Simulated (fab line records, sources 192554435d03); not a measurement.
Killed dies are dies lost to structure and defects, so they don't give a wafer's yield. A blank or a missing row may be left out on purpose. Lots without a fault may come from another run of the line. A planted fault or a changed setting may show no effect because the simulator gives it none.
A struck lot beside a sound one | flow n5_finfet | 15 steps out of a route of 1938
Sound: wafers L230.2, L230.4, L230.5. Struck: wafers L243.3, L243.6. (L243.5 of the same lot was not struck and is left out.) The cause comes at the end.
At each step with rows: each side's tool, then ch and its chambers, then its first start. Under that, the readings that differ: sound wafers | struck wafers | difference of the means | sigmas: that difference in standard deviations of wafers without a fault.
alike: readings whose means differ by less than 2 such deviations, and words and numbers that are the same on both sides. not compared: withheld readings, readings that some wafer has no value for, bounds like >300 that may hide the same value, and numbers for which the record gives no deviation and whose values overlap.
The two part at a step that has a row with sigmas, a row that says differs or no value, or rows on one side only. Numbers that don't overlap but have no deviation are shown without sigmas and don't part them. A reading that every wafer of one side lacks parts them only if that side has two wafers or more.

first, 8 steps without rows for these wafers: N5_BEOL_M5_COAT_60 (time 60 s, resist thk 12 nm); N5_BEOL_M5_COAT_71 (time 60 s, resist thk 5 nm); N5_BEOL_M5_COAT_05 (resist thk 30 nm); N5_BEOL_M5_EBR_07; N5_BEOL_M5_SOFTBAKE_06 (time 60 s); N5_BEOL_M5_EXPOSE_08 (exposes mask M5, target cd 28 nm); N5_BEOL_M5_PEB_09 (peb time 60 s); N5_BEOL_M5_DEVELOP_10 (develop time 30 s).
N5_BEOL_M5_CD_MEAS_11: target cd 27.74 nm.
  sound on cd_sem-03 ch 0, day 9 21:20; struck on cd_sem-01 ch 0, day 13 22:34
  alike: cd_nm
N5_BEOL_M5_OVL_MEAS_12:
  sound on overlay-01 ch 0, day 9 21:22; struck on overlay-01 ch 0, day 13 22:37
  reading     | sound        | struck  | difference | sigmas
  M5_OVL (nm) | 0.2 -0.8 0.4 | 1.3 1.2 | +1.3       | +2
N5_BEOL_M5_INSPECT_13: inspects for defects (brightfield).
  sound on defect_inspect-02, day 9 21:25; struck on defect_inspect-01, day 13 22:40
  alike: raw_defect_count
N5_BEOL_M5_DESCUM_16: chemistry O2, time 7 s.
  sound on rie_diel-04 ch 0,1,3, day 9 21:27; struck on rie_diel-04 ch 2, day 13 23:52
  alike: drypump_motor_current_A, oes_product_au, rf_vpp_V, showerhead_plenum_p_Torr, temp_c, throttle_valve_pct
  not compared: rf_hours_counter_h
N5_BEOL_M5_ETCH_72: etches underlayer in N2/H2, target depth 6.5 nm, time 5.2 s.
  sound on rie_diel-04 ch 0,1,3, day 9 21:29; struck on rie_diel-04 ch 2, day 13 23:55
  reading               | sound          | struck    | difference | sigmas
  etch_rf_on_time_s (s) | 5.37 5.19 4.93 | 3.20 3.18 | -1.97      | -12
  oes_product_au (a.u.) | 0.57 0.57 0.73 | 0.85 0.86 | +0.23      | +3
  alike: drypump_motor_current_A, h2_flow_sccm, rf_vpp_V, showerhead_plenum_p_Torr, throttle_valve_pct
  not compared: rf_hours_counter_h
N5_BEOL_M5_ETCH_61: etches SiARC in CF4, target depth 15.6 nm, time 26 s.
  sound on rie_diel-04 ch 0,1,3, day 9 21:31; struck on rie_diel-04 ch 2, day 13 23:56
  reading              | sound              | struck        | difference | sigmas
  cf4_flow_sccm (sccm) | 100.21 99.50 99.52 | 100.53 100.26 | +0.65      | +2
  alike: drypump_motor_current_A, etch_rf_on_time_s, oes_product_au, rf_vpp_V, showerhead_plenum_p_Torr, throttle_valve_pct
  not compared: rf_hours_counter_h
-- the record jumps here: 4 days lie between the struck wafers' starts before and after (it left off in module BEOL_M5 and takes up again in module PASSIVATION, whose first step shown is number 1936 of the route) --
N5_PASSIVATION_PROBE_49:
  sound on prober-02, day 14 15:57; struck on prober-01, day 18 08:17
  reading         | sound | struck | difference | sigmas
  killed_at_other | 4 4 3 | 9 13   | +7         | +3
  alike: defect_limited_yield, killed_at_M0_to_M3, killed_at_M4_up, killed_at_contacts, killed_at_front_end, killed_dies, killed_open, killed_short, sort_bin_5_function, sort_bin_6_memory, sort_bin_8_speed, sort_n_pass

WHERE THEY PART
First at N5_BEOL_M5_OVL_MEAS_12; last, within this record, at N5_PASSIVATION_PROBE_49.

WHY: what the simulator had put in
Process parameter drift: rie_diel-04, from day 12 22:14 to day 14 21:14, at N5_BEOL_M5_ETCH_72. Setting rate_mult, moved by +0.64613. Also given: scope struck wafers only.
